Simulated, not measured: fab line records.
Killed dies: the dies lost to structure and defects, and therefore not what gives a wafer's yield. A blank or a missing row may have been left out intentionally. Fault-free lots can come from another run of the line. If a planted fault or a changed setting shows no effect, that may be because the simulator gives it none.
fab line records	flow n5_finfet
record: lots: 24	wafers: 72	last_day: 18
route steps=1938 shown SD_EPI_P@322 ILD0@344 SDB@363 HKMG_FIN@399
lots untouched by any fault: they come from a run of this same line in which no faults occurred
start_h: the number of hours between the record's first day and the start of the first shown wafer of the lot	wait_h: hours since the lot's step before	" unchanged from the row above	L1.1+2: a single row standing in for several wafers	- no value, or no start was given	* or withheld: withheld	< > ~ a bound
route shown NAME@n: names a module that has steps shown in the file, with the first one's number in the route	usual: mean and standard deviation over wafers with no fault	same: alike in all rows	chamber/n: place in a boat	sites: the reading at each site	_std_site: standard deviation across them	_edge_site: outer sites' mean less inner sites'	radius_mm: how far each site lies from the wafer's centre	mask NAME#n: copy n	behind: tool/chamber where the wafer was last shaped	hold: why the lot went on hold/how many hours it stayed there/how the hold came to an end	device: which transistor (n, p or np) failed to switch	end of line: the tests these same wafers got at the end of their route	where a step has no rows: the recipe by itself	killed: count of dies lost to structure and defects at first sort (not the wafer's yield)	map: shows each die of a wafer: x if killed, . if not, _ if none is there
set.NAME: the setting the step ran with; set.NAME@STEP: the setting that earlier step ran with	model.NAME: the simulator's own value behind a step, which no gauge read
steps of the route over a sample of lots; a table a step, a row a wafer
services: a tool's chamber out of use, with start hour (start_h, from the record's first day; less than 0 if before it), hours out, and reason
== steps ==
step: N5_SD_EPI_P_EPI_MEAS_23
recipe: mode: xrd
usual: thk_nm: 60.8/1.3
lot.wafer	tool	chamber	start_h	wait_h	thk_nm
L074.3	film_metro-01	-	56.97	1.1	59.9
L074.4	"	-	"	"	59.1
L074.5	"	-	"	"	60.6
L075.3	film_metro-01	-	62.47	1.1	60.9
L075.4	"	-	"	"	59.6
L075.6	"	-	"	"	61.9
L076.1	film_metro-02	-	73.11	1.8	60.8
L076.2	"	-	"	"	58.3
L076.5	"	-	"	"	60.5
L077.1	film_metro-02	-	76.43	1.8	60.8
L077.3	"	-	"	"	59.7
L077.6	"	-	"	"	58.0
L078.1	film_metro-02	-	81.95	2.4	60.6
L078.4	"	-	"	"	60.9
L078.5	"	-	"	"	59.7
L079.1	film_metro-01	-	89.03	1.8	61.9
L079.3	"	-	"	"	63.0
L079.5	"	-	"	"	61.5
L080.1	film_metro-01	-	94.46	1.8	61.7
L080.4	"	-	"	"	61.1
L080.5	"	-	"	"	61.0
L081.1	film_metro-02	-	104.55	2.4	61.0
L081.3	"	-	"	"	59.7
L081.6	"	-	"	"	61.5
L082.1	film_metro-02	-	105.50	1.9	60.9
L082.4	"	-	"	"	61.5
L082.5	"	-	"	"	59.2
L083.3	film_metro-01	-	113.41	1.5	61.3
L083.5	"	-	"	"	60.2
L083.6	"	-	"	"	59.6
L084.2	film_metro-02	-	117.93	1.5	62.3
L084.5	"	-	"	"	61.5
L084.6	"	-	"	"	62.1
L085.2	film_metro-02	-	127.03	2.0	60.3
L085.3	"	-	"	"	58.9
L085.5	"	-	"	"	61.3
L086.2	film_metro-01	-	129.05	1.5	60.6
L086.3	"	-	"	"	61.3
L086.6	"	-	"	"	62.2
L087.3	film_metro-01	-	138.74	2.0	58.3
L087.4	"	-	"	"	60.4
L087.5	"	-	"	"	60.8
L088.1	film_metro-01	-	140.70	1.8	61.4
L088.2	"	-	"	"	61.0
L088.3	"	-	"	"	60.1
L089.1	film_metro-01	-	154.13	2.4	60.5
L089.3	"	-	"	"	61.1
L089.5	"	-	"	"	61.2
L090.1	film_metro-01	-	156.44	2.5	60.9
L090.2	"	-	"	"	57.3
L090.6	"	-	"	"	61.4
L091.1	film_metro-02	-	163.22	4.3	59.6
L091.4	"	-	"	"	62.0
L091.5	"	-	"	"	61.7
L092.2	film_metro-02	-	168.35	2.0	60.7
L092.4	"	-	"	"	58.7
L092.6	"	-	"	"	61.0
L093.2	film_metro-01	-	174.61	2.6	62.3
L093.3	"	-	"	"	61.1
L093.6	"	-	"	"	63.5
L094.1	film_metro-01	-	180.70	1.9	61.0
L094.2	"	-	"	"	59.6
L094.4	"	-	"	"	59.4
L095.4	film_metro-01	-	186.64	0.8	60.5
L095.5	"	-	"	"	61.8
L095.6	"	-	"	"	59.3
L096.1	film_metro-01	-	192.01	1.8	61.4
L096.3	"	-	"	"	60.7
L096.5	"	-	"	"	63.6
L097.2	film_metro-01	-	197.72	1.5	60.3
L097.3	"	-	"	"	62.1
L097.6	"	-	"	"	62.5
step: N5_ILD0_CMP_12
recipe: stop_on: poly-Si	material: SiNx	t_overpolish_s: 6	post_cmp_clean: alkaline_brush	down_force_psi: 2.5	platen_rpm: 51.8	pad_velocity_m_s: 1.0307	target_thk_nm: 17.67
usual: motor_current_A: 9.3/0.92	overpolish_run_s: 6.001/0.0088	time_to_endpoint_s: 29.1/2.8
lot.wafer	tool	chamber	start_h	wait_h	motor_current_A	overpolish_run_s	time_to_endpoint_s
L074.4	cmp-03	3	64.41	1.1	7.8	6.002	33.7
L074.3	"	2	"	"	9.0	5.990	33.4
L074.5	"	3	"	"	8.1	5.992	31.9
L075.3	cmp-02	0	69.51	1.1	9.6	6.001	30.3
L075.4	"	1	"	"	8.0	5.995	28.3
L075.6	"	0	"	"	9.2	5.999	27.9
L076.1	cmp-01	0	80.64	1.1	9.9	6.011	31.5
L076.2	"	3	"	"	7.7	6.008	28.1
L076.5	"	1	"	"	9.5	5.991	28.9
L077.3	cmp-02	0	83.47	1.2	9.6	5.988	26.0
L077.1	"	2	"	"	9.4	6.008	26.5
L077.6	"	0	"	"	9.3	5.995	25.3
L078.1	cmp-03	1	89.38	1.2	10.3	6.003	30.4
L078.4	"	3	"	"	8.4	6.011	28.2
L078.5	"	0	"	"	10.7	6.008	29.3
L079.3	cmp-03	0	96.45	1.1	10.8	5.996	31.0
L079.1	"	2	"	"	9.8	5.997	31.8
L079.5	"	1	"	"	10.2	5.993	30.7
L080.4	cmp-03	1	102.80	1.1	10.2	6.018	32.2
L080.1	"	2	"	"	9.9	5.997	29.4
L080.5	"	2	"	"	9.4	5.998	30.9
L081.1	cmp-03	0	111.66	1.1	11.3	6.010	28.6
L081.3	"	2	"	"	9.2	6.024	30.0
L081.6	"	0	"	"	10.8	5.996	31.6
L082.4	cmp-02	3	113.22	1.2	9.2	5.996	26.3
L082.1	"	1	"	"	8.1	6.019	23.6
L082.5	"	3	"	"	9.4	5.992	27.0
L083.3	cmp-02	0	120.65	1.2	9.0	6.005	23.9
L083.5	"	2	"	"	9.3	6.012	26.1
L083.6	"	3	"	"	9.5	6.015	25.3
L084.2	cmp-02	2	125.00	1.3	9.5	5.985	26.1
L084.5	"	1	"	"	8.0	6.009	27.9
L084.6	"	2	"	"	9.4	5.993	26.5
L085.3	cmp-03	3	133.99	1.2	8.0	5.995	31.7
L085.2	"	0	"	"	10.5	6.009	35.3
L085.5	"	2	"	"	9.1	5.989	33.7
L086.3	cmp-01	0	136.13	1.2	10.3	6.011	33.2
L086.2	"	2	"	"	8.3	6.004	33.1
L086.6	"	3	"	"	8.1	6.005	28.0
L087.3	cmp-02	3	145.67	1.1	9.8	5.996	26.1
L087.4	"	0	"	"	9.7	6.007	27.3
L087.5	"	0	"	"	8.9	6.004	27.5
L088.1	cmp-02	1	147.61	1.1	8.6	6.010	25.2
L088.3	"	2	"	"	9.8	5.992	24.5
L088.2	"	0	"	"	9.6	5.998	27.9
L089.3	cmp-01	3	161.53	1.1	7.8	5.992	29.6
L089.1	"	2	"	"	8.3	6.009	28.8
L089.5	"	3	"	"	7.9	6.003	29.4
L090.1	cmp-02	2	163.50	1.1	9.6	6.002	28.6
L090.2	"	3	"	"	9.8	6.007	25.7
L090.6	"	3	"	"	9.8	5.996	25.9
L091.1	cmp-01	0	170.29	1.1	10.1	6.017	31.0
L091.4	"	2	"	"	8.1	6.014	29.7
L091.5	"	1	"	"	10.1	6.013	30.3
L092.2	cmp-01	1	175.27	1.1	9.9	5.996	31.2
L092.4	"	3	"	"	7.9	5.998	30.5
L092.6	"	1	"	"	9.3	5.990	34.0
L093.2	cmp-03	1	181.66	1.1	10.7	6.013	30.5
L093.3	"	3	"	"	8.1	5.991	29.9
L093.6	"	2	"	"	9.2	5.987	28.7
L094.2	cmp-01	1	187.76	1.1	9.7	5.994	30.3
L094.1	"	3	"	"	7.8	6.018	26.6
L094.4	"	0	"	"	10.0	6.006	29.2
L095.4	cmp-01	1	194.58	1.3	9.7	6.008	29.6
L095.6	"	3	"	"	8.3	6.011	29.0
L095.5	"	0	"	"	9.8	5.993	33.9
L096.3	cmp-01	0	198.95	1.1	9.9	6.002	30.7
L096.1	"	1	"	"	9.3	5.997	31.8
L096.5	"	0	"	"	10.0	6.003	28.4
L097.2	cmp-03	1	205.54	1.2	10.2	6.017	29.3
L097.3	"	2	"	"	9.1	6.002	30.4
L097.6	"	3	"	"	7.8	5.995	29.0
step: N5_ILD0_THK_MEAS_13
usual: thk_nm: 17.5/1.1
lot.wafer	tool	chamber	start_h	wait_h	thk_nm
L074.3	film_metro-02	-	64.71	-	18.0
L074.4	"	-	"	"	16.4
L074.5	"	-	"	"	16.8
L075.3	film_metro-02	-	69.81	-	16.1
L075.4	"	-	"	"	15.6
L075.6	"	-	"	"	16.9
L076.1	film_metro-02	-	80.94	-	16.7
L076.2	"	-	"	"	16.5
L076.5	"	-	"	"	17.1
L077.1	film_metro-01	-	83.73	-	16.5
L077.3	"	-	"	"	17.5
L077.6	"	-	"	"	18.3
L078.1	film_metro-02	-	89.64	-	18.7
L078.4	"	-	"	"	16.3
L078.5	"	-	"	"	17.4
L079.1	film_metro-02	-	96.75	-	17.4
L079.3	"	-	"	"	17.0
L079.5	"	-	"	"	17.7
L080.1	film_metro-02	-	103.09	-	17.0
L080.4	"	-	"	"	17.0
L080.5	"	-	"	"	17.7
L081.1	film_metro-02	-	111.95	-	17.6
L081.3	"	-	"	"	18.2
L081.6	"	-	"	"	17.3
L082.1	film_metro-02	-	113.48	-	16.4
L082.4	"	-	"	"	16.1
L082.5	"	-	"	"	17.0
L083.3	film_metro-01	-	120.87	-	17.1
L083.5	"	-	"	"	16.5
L083.6	"	-	"	"	16.5
L084.2	film_metro-01	-	125.26	-	18.0
L084.5	"	-	"	"	17.3
L084.6	"	-	"	"	17.5
L085.2	film_metro-02	-	134.21	-	17.9
L085.3	"	-	"	"	17.8
L085.5	"	-	"	"	18.0
L086.2	film_metro-01	-	136.39	-	20.0
L086.3	"	-	"	"	18.3
L086.6	"	-	"	"	17.4
L087.3	film_metro-01	-	145.97	-	14.9
L087.4	"	-	"	"	15.9
L087.5	"	-	"	"	17.1
L088.1	film_metro-02	-	147.90	-	14.0
L088.2	"	-	"	"	16.8
L088.3	"	-	"	"	16.5
L089.1	film_metro-01	-	161.82	-	18.5
L089.3	"	-	"	"	17.3
L089.5	"	-	"	"	18.3
L090.1	film_metro-01	-	163.79	-	16.6
L090.2	"	-	"	"	16.0
L090.6	"	-	"	"	16.7
L091.1	film_metro-02	-	170.58	-	18.0
L091.4	"	-	"	"	16.7
L091.5	"	-	"	"	18.0
L092.2	film_metro-01	-	175.57	-	21.2
L092.4	"	-	"	"	17.3
L092.6	"	-	"	"	19.1
L093.2	film_metro-02	-	181.95	-	18.8
L093.3	"	-	"	"	18.5
L093.6	"	-	"	"	17.8
L094.1	film_metro-02	-	188.05	-	17.2
L094.2	"	-	"	"	17.3
L094.4	"	-	"	"	17.6
L095.4	film_metro-02	-	194.80	-	20.6
L095.5	"	-	"	"	18.6
L095.6	"	-	"	"	18.3
L096.1	film_metro-02	-	199.24	-	18.9
L096.3	"	-	"	"	19.5
L096.5	"	-	"	"	19.4
L097.2	film_metro-01	-	205.76	-	17.8
L097.3	"	-	"	"	17.1
L097.6	"	-	"	"	16.6
step: N5_SDB_STRIP_21
recipe: chemistry: CF4	resist: SiARC	power_w: 300	bias_power_w: 75	pressure_mtorr: 50	cf4_flow_sccm: 150	rf_frequency_hz: 6e+07
usual: drypump_motor_current_A: 5.6/0.4	oes_product_au: 0.77/0.088	rf_vpp_V: 270.9/1.3	showerhead_plenum_p_Torr: 1.77/0.047	throttle_valve_pct: 13.59/0.28
lot.wafer	tool	chamber	start_h	wait_h	drypump_motor_current_A	oes_product_au	rf_hours_counter_h	rf_vpp_V	showerhead_plenum_p_Torr	throttle_valve_pct
L074.3	rie_diel-03	0	65.39	0.0	5.2	0.74	152	269.9	1.71	13.46
L074.4	"	1	"	"	5.8	0.68	237	271.3	1.84	13.61
L074.5	"	3	"	"	5.8	0.82	-	273.3	1.80	13.52
L075.3	rie_diel-03	3	70.49	0.0	5.8	0.81	64	271.7	1.80	13.51
L075.4	"	2	"	"	5.8	0.72	218	268.7	1.70	13.80
L075.6	"	2	"	"	5.8	0.72	-	269.6	1.70	13.81
L076.1	rie_diel-06	2	81.75	0.0	4.9	0.94	15	272.4	1.81	13.47
L076.2	"	3	"	"	6.0	0.70	196	270.9	1.78	13.91
L076.5	"	3	"	"	6.0	0.69	-	271.5	1.78	13.90
L077.1	rie_diel-06	0	84.54	0.0	5.7	0.81	84	271.1	1.74	13.25
L077.3	"	2	"	"	4.9	0.93	15	272.2	1.81	13.50
L077.6	"	3	"	"	6.0	0.69	-	272.3	1.78	13.90
L078.1	rie_diel-03	1	90.45	0.0	5.9	0.68	245	272.7	1.84	13.61
L078.4	"	2	"	"	5.8	0.71	225	269.3	1.69	13.82
L078.5	"	2	"	"	5.8	0.71	-	268.6	1.69	13.84
L079.1	rie_diel-03	3	97.56	0.0	5.8	0.81	72	270.7	1.80	13.55
L079.3	"	1	"	"	5.8	0.68	248	273.1	1.84	13.64
L079.5	"	1	"	"	5.8	0.68	-	272.5	1.84	13.64
L080.1	rie_diel-06	0	103.78	0.0	5.7	0.80	90	269.9	1.74	13.26
L080.4	"	2	"	"	4.9	0.92	22	271.6	1.81	13.50
L080.5	"	2	"	"	4.9	0.93	-	271.6	1.81	13.50
L081.1	rie_diel-03	3	112.76	0.0	5.8	0.80	78	271.8	1.80	13.56
L081.3	"	2	"	"	5.8	0.70	233	269.0	1.69	13.86
L081.6	"	2	"	"	5.8	0.71	-	267.4	1.69	13.83
L082.1	rie_diel-03	0	114.43	0.0	5.2	0.72	168	269.9	1.71	13.47
L082.4	"	2	"	"	5.9	0.70	-	269.6	1.69	13.83
L082.5	"	3	"	"	5.8	0.80	-	273.3	1.80	13.56
L083.3	rie_diel-06	1	121.86	0.0	5.8	0.69	200	272.5	1.79	13.85
L083.5	"	1	"	"	5.8	0.70	-	269.2	1.79	13.85
L083.6	"	0	"	"	5.8	0.79	-	271.3	1.74	13.25
L084.2	rie_diel-06	1	126.11	0.0	5.8	0.69	202	270.4	1.79	13.85
L084.5	"	2	"	"	4.9	0.91	-	270.8	1.81	13.51
L084.6	"	3	"	"	5.9	0.68	-	269.7	1.78	13.95
L085.2	rie_diel-01	1	135.21	0.0	6.4	0.68	238	271.8	1.76	13.76
L085.3	"	0	"	"	4.8	0.69	214	271.5	1.79	14.05
L085.5	"	0	"	"	4.9	0.69	-	271.2	1.79	14.03
L086.2	rie_diel-06	3	137.19	0.0	6.0	0.68	216	271.1	1.78	13.94
L086.3	"	1	"	"	5.8	0.69	208	271.6	1.79	13.86
L086.6	"	0	"	"	5.8	0.78	-	271.3	1.73	13.29
L087.3	rie_diel-01	1	146.84	0.0	6.4	0.68	243	269.5	1.75	13.78
L087.4	"	3	"	"	6.1	0.84	-	268.6	1.74	13.09
L087.5	"	0	"	"	4.8	0.69	-	271.4	1.79	14.07
L088.1	rie_diel-06	3	148.73	0.0	6.0	0.68	221	271.8	1.78	13.96
L088.2	"	2	"	"	4.9	0.90	32	271.6	1.81	13.52
L088.3	"	0	"	"	5.7	0.79	108	269.4	1.73	13.30
L089.1	rie_diel-06	1	162.64	0.0	5.7	0.68	215	271.1	1.79	13.88
L089.3	"	0	"	"	5.7	0.78	114	269.9	1.73	13.30
L089.5	"	3	"	"	6.0	0.67	-	270.5	1.78	13.97
L090.1	rie_diel-03	3	164.60	0.0	5.8	0.78	99	271.6	1.79	13.61
L090.2	"	1	"	"	5.8	0.91	16	271.5	1.84	13.12
L090.6	"	0	"	"	5.2	0.70	-	270.8	1.70	13.54
L091.1	rie_diel-01	3	171.56	0.0	6.1	0.82	73	270.0	1.74	13.10
L091.4	"	3	"	"	6.1	0.82	-	270.1	1.74	13.11
L091.5	"	2	"	"	5.8	0.89	-	271.3	1.76	13.47
L092.2	rie_diel-06	3	176.37	0.0	6.0	0.67	231	269.4	1.78	13.97
L092.4	"	0	"	"	5.8	0.77	118	270.9	1.73	13.32
L092.6	"	2	"	"	4.9	0.89	-	272.3	1.81	13.53
L093.2	rie_diel-03	0	182.82	0.0	5.2	0.71	197	268.0	1.70	13.55
L093.3	"	1	"	"	5.8	0.90	25	271.9	1.83	13.13
L093.6	"	1	"	"	5.9	0.89	-	271.3	1.83	13.14
L094.1	rie_diel-03	2	188.86	0.0	5.8	0.98	0	273.8	1.90	13.33
L094.2	"	1	"	"	5.9	0.89	27	272.4	1.83	13.14
L094.4	"	3	"	"	5.8	0.77	109	270.8	1.79	13.63
L095.4	rie_diel-03	0	195.48	0.0	5.2	0.70	201	269.4	1.70	13.56
L095.5	"	2	"	"	5.8	0.96	-	272.8	1.89	13.34
L095.6	"	1	"	"	5.8	0.89	-	271.8	1.83	13.15
L096.1	rie_diel-01	1	200.57	0.0	6.3	0.94	6	272.2	1.75	13.23
L096.3	"	2	"	"	5.8	0.87	36	270.7	1.76	13.50
L096.5	"	3	"	"	6.1	0.81	-	269.5	1.73	13.13
L097.2	rie_diel-03	3	206.57	0.0	5.8	0.77	116	270.9	1.79	13.63
L097.3	"	0	"	"	5.2	0.70	206	269.7	1.70	13.56
L097.6	"	3	"	"	5.8	0.76	-	270.5	1.79	13.63
step: N5_SDB_ETCH_25
recipe: chemistry: C4F6/O2	target: SiO2	target_depth_a: 100	time_s: 3.3	ion_energy_ev: 250	mask_material: SiNx	pressure_mtorr: 30	source_w: 345	bias_w: 185	Ar_flow_sccm: 300	C4F6_flow_sccm: 10	O2_flow_sccm: 10
usual: drypump_motor_current_A: 5.7/0.42	mfc_ar_sccm: 300.1/0.96	oes_product_au: 0.80/0.1	rf_vpp_V: 666/14	showerhead_plenum_p_Torr: 2.82/0.071	throttle_valve_pct: 21.2/0.31
lot.wafer	tool	chamber	start_h	wait_h	drypump_motor_current_A	mfc_ar_sccm	oes_product_au	rf_hours_counter_h	rf_vpp_V	showerhead_plenum_p_Torr	throttle_valve_pct
L074.3	rie_diel-01	0	65.71	0.0	4.9	301.0	0.71	187	672	2.85	21.6
L074.4	"	3	"	"	6.1	300.8	0.89	33	658	2.79	20.7
L074.5	"	0	"	"	4.9	300.8	0.73	-	671	2.85	21.6
L075.3	rie_diel-01	3	70.81	0.0	6.1	298.9	0.90	35	658	2.79	20.7
L075.4	"	2	"	"	5.8	301.0	0.66	248	665	2.80	21.5
L075.6	"	3	"	"	6.0	300.4	0.90	-	657	2.79	20.7
L076.1	rie_diel-06	0	82.07	0.0	5.8	299.4	0.82	83	658	2.78	20.9
L076.2	"	3	"	"	6.0	300.7	0.69	196	663	2.82	21.4
L076.5	"	2	"	"	4.9	300.8	0.97	-	689	2.90	21.3
L077.1	rie_diel-06	2	85.07	0.2	4.9	299.4	1.00	15	690	2.90	21.3
L077.3	"	3	"	"	6.0	299.6	0.70	197	663	2.82	21.4
L077.6	"	0	"	"	5.7	299.4	0.83	-	660	2.78	20.9
L078.1	rie_diel-01	0	90.78	0.0	4.9	301.0	0.71	196	671	2.85	21.6
L078.4	"	1	"	"	6.3	301.1	0.69	-	649	2.81	21.3
L078.5	"	0	"	"	4.9	300.2	0.71	-	670	2.85	21.6
L079.1	rie_diel-03	2	98.19	0.3	5.8	300.2	0.71	227	672	2.73	21.6
L079.3	"	3	"	"	5.8	299.4	0.82	72	638	2.89	21.3
L079.5	"	3	"	"	5.8	300.0	0.82	-	639	2.89	21.3
L080.1	rie_diel-06	0	104.10	0.0	5.8	300.1	0.81	90	660	2.77	20.9
L080.4	"	3	"	"	6.0	301.3	0.68	203	664	2.82	21.4
L080.5	"	0	"	"	5.7	300.1	0.82	-	660	2.77	20.9
L081.1	rie_diel-06	3	113.97	0.9	6.0	300.3	0.68	206	663	2.82	21.4
L081.3	"	2	"	"	4.9	302.9	0.94	25	690	2.89	21.3
L081.6	"	1	"	"	5.7	300.0	0.71	-	675	2.81	21.3
L082.1	rie_diel-01	0	114.94	0.2	4.8	300.6	0.71	205	670	2.84	21.6
L082.4	"	2	"	"	5.8	301.0	0.94	7	667	2.80	21.2
L082.5	"	3	"	"	6.1	299.6	0.86	-	657	2.78	20.7
L083.3	rie_diel-01	0	122.19	0.0	4.9	301.1	0.70	208	672	2.84	21.6
L083.5	"	3	"	"	6.1	299.4	0.86	-	657	2.78	20.7
L083.6	"	2	"	"	5.8	300.8	0.94	-	666	2.80	21.2
L084.2	rie_diel-03	2	126.53	0.1	5.9	299.1	0.70	239	674	2.72	21.5
L084.5	"	1	"	"	5.8	298.9	0.99	-	671	2.89	20.6
L084.6	"	2	"	"	5.9	299.7	0.69	-	673	2.72	21.5
L085.2	rie_diel-03	3	135.53	0.0	5.8	302.0	0.79	87	640	2.88	21.3
L085.3	"	0	"	"	5.2	300.5	0.73	177	674	2.73	21.1
L085.5	"	0	"	"	5.2	301.0	0.73	-	676	2.73	21.2
L086.2	rie_diel-06	1	137.51	0.0	5.8	300.5	0.70	208	674	2.81	21.3
L086.3	"	3	"	"	6.0	299.9	0.67	216	662	2.81	21.4
L086.6	"	3	"	"	6.0	300.4	0.67	-	662	2.81	21.5
L087.3	rie_diel-03	0	147.18	0.0	5.2	299.5	0.73	181	676	2.73	21.2
L087.4	"	3	"	"	5.8	297.8	0.80	91	639	2.88	21.3
L087.5	"	0	"	"	5.2	298.0	0.73	-	675	2.73	21.2
L088.1	rie_diel-06	3	149.05	0.0	6.0	298.6	0.67	221	661	2.81	21.4
L088.2	"	2	"	"	4.9	299.5	0.93	32	688	2.89	21.3
L088.3	"	1	"	"	5.7	300.3	0.70	212	673	2.81	21.3
L089.1	rie_diel-06	0	162.96	0.0	5.8	299.9	0.80	114	660	2.76	20.9
L089.3	"	1	"	"	5.7	300.7	0.70	215	673	2.81	21.3
L089.5	"	2	"	"	4.9	302.0	0.92	-	690	2.88	21.3
L090.1	rie_diel-01	0	164.92	0.0	4.9	300.1	0.69	226	670	2.83	21.7
L090.2	"	3	"	"	6.1	300.0	0.84	70	656	2.77	20.7
L090.6	"	3	"	"	6.1	298.8	0.84	-	658	2.77	20.8
L091.1	rie_diel-01	3	172.10	0.2	6.1	301.0	0.84	73	658	2.77	20.8
L091.4	"	0	"	"	4.9	298.8	0.69	-	669	2.83	21.6
L091.5	"	2	"	"	5.8	299.7	0.88	-	665	2.79	21.2
L092.2	rie_diel-03	0	176.73	0.1	5.2	300.4	0.71	195	673	2.72	21.2
L092.4	"	3	"	"	5.8	300.4	0.78	-	639	2.88	21.4
L092.6	"	1	"	"	5.8	299.2	0.92	-	670	2.88	20.6
L093.2	rie_diel-01	1	183.42	0.3	6.3	300.3	0.95	1	648	2.80	21.0
L093.3	"	3	"	"	6.1	300.1	0.82	79	658	2.77	20.8
L093.6	"	0	"	"	4.8	299.6	0.68	-	670	2.83	21.7
L094.1	rie_diel-03	2	189.22	0.0	5.8	300.3	0.99	0	695	3.06	21.3
L094.2	"	1	"	"	5.9	298.8	0.92	27	670	2.88	20.6
L094.4	"	0	"	"	5.2	298.3	0.71	199	675	2.72	21.2
L095.4	rie_diel-03	1	195.92	0.0	5.9	300.1	0.92	29	670	2.88	20.6
L095.5	"	2	"	"	5.9	300.3	0.97	-	692	3.06	21.3
L095.6	"	3	"	"	5.8	298.9	0.78	-	640	2.87	21.4
L096.1	rie_diel-03	2	200.90	0.0	5.8	300.2	0.97	5	694	3.06	21.3
L096.3	"	3	"	"	5.8	300.1	0.78	113	639	2.87	21.4
L096.5	"	1	"	"	5.9	302.7	0.92	-	669	2.88	20.6
L097.2	rie_diel-03	3	206.89	0.0	5.8	299.4	0.77	116	640	2.87	21.4
L097.3	"	0	"	"	5.2	300.7	0.71	206	675	2.72	21.2
L097.6	"	3	"	"	5.8	299.7	0.77	-	638	2.87	21.4
step: N5_HKMG_FIN_OVL_MEAS_50
recipe: points_per_wafer: 44
usual: NDIPOLE_OVL: -0.5/0.66
lot.wafer	tool	chamber	start_h	wait_h	NDIPOLE_OVL[nm]
L074.3	overlay-01	0	70.78	0.0	-1.0
L074.4	"	0	"	"	-1.4
L074.5	"	0	"	"	-1.2
L075.3	overlay-01	0	75.79	0.0	-0.5
L075.4	"	0	"	"	-0.9
L075.6	"	0	"	"	-1.2
L076.1	overlay-02	0	87.88	0.0	0.2
L076.2	"	0	"	"	0.6
L076.5	"	0	"	"	1.0
L077.1	overlay-02	0	90.12	0.0	-0.7
L077.3	"	0	"	"	-0.2
L077.6	"	0	"	"	-0.2
L078.1	overlay-01	0	96.60	0.0	-0.4
L078.4	"	0	"	"	-0.1
L078.5	"	0	"	"	0.1
L079.1	overlay-02	0	103.10	0.0	-1.1
L079.3	"	0	"	"	-1.0
L079.5	"	0	"	"	-0.7
L080.1	overlay-01	0	109.35	0.0	-0.6
L080.4	"	0	"	"	-0.4
L080.5	"	0	"	"	-0.2
L081.1	overlay-02	0	119.10	0.0	-0.8
L081.3	"	0	"	"	0.0
L081.6	"	0	"	"	-0.4
L082.1	overlay-02	0	119.82	0.0	-1.6
L082.4	"	0	"	"	-0.4
L082.5	"	0	"	"	-1.1
L083.3	overlay-02	0	127.29	0.0	-0.4
L083.5	"	0	"	"	-1.0
L083.6	"	0	"	"	-0.3
L084.2	overlay-02	0	131.66	0.0	0.5
L084.5	"	0	"	"	-0.5
L084.6	"	0	"	"	-1.0
L085.2	overlay-02	0	140.50	0.0	-0.1
L085.3	"	0	"	"	-1.4
L085.5	"	0	"	"	-0.7
L086.2	overlay-02	0	142.33	0.0	-1.1
L086.3	"	0	"	"	0.4
L086.6	"	0	"	"	-0.7
L087.3	overlay-01	0	152.14	0.0	-0.7
L087.4	"	0	"	"	-1.1
L087.5	"	0	"	"	-1.1
L088.1	overlay-02	0	153.95	0.0	-1.0
L088.2	"	0	"	"	-1.9
L088.3	"	0	"	"	-1.9
L089.1	overlay-01	0	168.09	0.0	-0.1
L089.3	"	0	"	"	-0.4
L089.5	"	0	"	"	-0.3
L090.1	overlay-02	0	169.88	0.0	0.3
L090.2	"	0	"	"	0.6
L090.6	"	0	"	"	0.4
L091.1	overlay-01	0	176.91	0.0	0.2
L091.4	"	0	"	"	-0.2
L091.5	"	0	"	"	0.1
L092.2	overlay-01	0	181.77	0.0	-0.6
L092.4	"	0	"	"	-0.7
L092.6	"	0	"	"	-0.7
L093.2	overlay-01	0	188.78	0.0	0.2
L093.3	"	0	"	"	0.0
L093.6	"	0	"	"	0.5
L094.1	overlay-01	0	194.30	0.0	-0.6
L094.2	"	0	"	"	-0.6
L094.4	"	0	"	"	0.2
L095.4	overlay-02	0	200.98	0.0	-0.4
L095.5	"	0	"	"	-0.7
L095.6	"	0	"	"	-0.4
L096.1	overlay-01	0	205.78	0.0	0.5
L096.3	"	0	"	"	-0.1
L096.5	"	0	"	"	0.3
L097.2	overlay-01	0	211.83	0.0	-0.7
L097.3	"	0	"	"	-0.8
L097.6	"	0	"	"	-0.8
== services ==
tool	chamber	start_h	hours	kind
cmp-02	-	46.46	0.8	repair
rie_diel-06	0	76.12	3.5	repair
cmp-03	-	84.56	3.3	repair
cmp-01	-	91.85	1.7	repair
rie_diel-03	1	104.01	-	clean
rie_diel-03	1	104.01	-	consumable_replace:focus_ring
rie_diel-03	1	104.01	17.7	scheduled_down
rie_diel-03	1	104.01	17.7	vent_cycle
cmp-03	-	112.80	4.6	pm
rie_diel-06	2	127.22	13.3	repair
rie_diel-01	3	129.40	7.0	repair
cmp-02	-	131.24	4.0	pm
cmp-01	-	152.68	1.9	repair
rie_diel-06	1	153.08	4.2	repair
cmp-03	-	153.58	2.2	repair
cmp-02	-	156.04	6.4	pm
rie_diel-03	2	157.10	-	clean
rie_diel-03	2	157.10	-	consumable_replace:esc
cmp-03	-	160.66	1.4	repair
cmp-02	-	183.32	16.4	pm
cmp-01	-	183.94	1.7	repair
cmp-02	-	200.38	0.2	repair
cmp-01	-	200.65	5.8	pm
rie_diel-03	2	201.74	28.7	repair
== key ==
fault none
